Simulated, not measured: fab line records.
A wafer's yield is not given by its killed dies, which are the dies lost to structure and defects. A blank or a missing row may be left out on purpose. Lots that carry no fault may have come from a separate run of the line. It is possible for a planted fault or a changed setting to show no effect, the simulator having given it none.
Split-lot experiment	flow n5-finfet	21 wafers read from 7 lots, route of 1938 steps

SPLIT DETAILS
At N5_BEOL_M0_ETCH_128 (etches SiCN in CF4/N2, target depth 12 nm, overetch 5.1 nm, time 21.4 s), the setting source-w was moved away from the recipe's 430 W on 11 of the 21 wafers read, by -14.4% to +16.3%. All remaining wafers had this setting at the recipe value.

The reading is taken at the split's own step.

THE READING
rf-vpp-V, in V, at N5_BEOL_M0_ETCH_128 (etches SiCN in CF4/N2, target depth 12 nm, overetch 5.1 nm, time 21.4 s). On this fab line, fault-free wafers typically give 382.7 V with a standard deviation of 2.1 V.

wafer	tool, chamber at the split	source-w as run, W	against the recipe	rf-vpp-V, V	against lot-mates on the recipe
L075.1	rie-diel-02, 2	383.7	-10.8%	397.5	+13.2
L075.2	rie-diel-02, 1	383.7	-10.8%	401.7	+17.4
L075.3	rie-diel-02, 3	430	recipe	384.3	-
L076.2	rie-diel-01, 0	430	recipe	381.9	-
L076.3	rie-diel-01, 1	368.1	-14.4%	405.1	+23.2
L076.6	rie-diel-01, 2	368.1	-14.4%	401.1	+19.2
L077.1	rie-diel-02, 3	430	recipe	386.4	-
L077.5	rie-diel-02, 1	430	recipe	385.6	-
L077.6	rie-diel-02, 0	398.8	-7.3%	393.8	+7.8
L080.1	rie-diel-02, 2	430	recipe	383.6	-
L080.3	rie-diel-02, 1	430	recipe	386.7	-
L080.6	rie-diel-02, 2	430	recipe	382.3	-
L081.4	rie-diel-05, 0	382.7	-11.0%	398.2	no lot-mate on the recipe
L081.5	rie-diel-05, 3	382.7	-11.0%	394.4	no lot-mate on the recipe
L081.6	rie-diel-05, 0	382.7	-11.0%	397.6	no lot-mate on the recipe
L084.1	rie-diel-05, 3	500.3	+16.3%	360.7	-18.5
L084.5	rie-diel-05, 3	430	recipe	379.2	-
L084.6	rie-diel-05, 0	500.3	+16.3%	364.5	-14.7
L092.2	rie-diel-05, 3	430	recipe	380.1	-
L092.3	rie-diel-05, 1	390.3	-9.2%	393.7	+13.4
L092.4	rie-diel-05, 3	430	recipe	380.5	-

FIT RESULTS
A straight line over all 21 wafers: rf-vpp-V changes by -1.31 V for each +1% of source-w; r = -0.98; the points scatter about the line by 2.5 V.
The same after taking each lot's own level away (the mean of its wafers on the recipe; 18 wafers): -1.23 V for each +1%; r = -0.98; scatter 2.2 V.
According to that fit, moving source-w by its largest amount changes the reading by 20 V.
The lots' own levels span 379.20 to 386.00 V, that is 3.2 times the standard deviation above.
Consequently the slope shifts little with the lot-to-lot level, the two slopes agreeing.
Check: with one of the wafers moved furthest among these (+16.3%) left out of the fit, the line predicts -19.4 V for it against its lot-mates. It came out at -18.5 V against them.
Tool readings at the split's step, against how far the setting was moved: rf-vpp-V r = -0.98.

FURTHER SPLITS ON THESE WAFERS
Before the reading, these wafers also passed through other splits. Each is held against what the fit with the lots' levels taken away leaves over:
other split on the same wafers	wafers away from the commonest value	r with rf-vpp-V (lot level and that fit taken away)
N5_GATE_CUT_HM_DEP_46 time-s	8	-0.20
N5_GATE_CUT_COAT_27 spin-rpm	4	+0.08
N5_GATE_CUT_DESCUM_18 time-s	8	+0.24
N5_GATE_CUT_CUT_ETCH_54 bias-w	8	+0.15
N5_MOL_CONTACT_COAG_ETCH_91 time-s	8	-0.37
N5_BEOL_M0_SAQP_COAT_08 spin-rpm	8	+0.08

FILE'S OWN FIT
rf-vpp-V changes by -1.27 V for each +1% of source-w, r = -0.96.
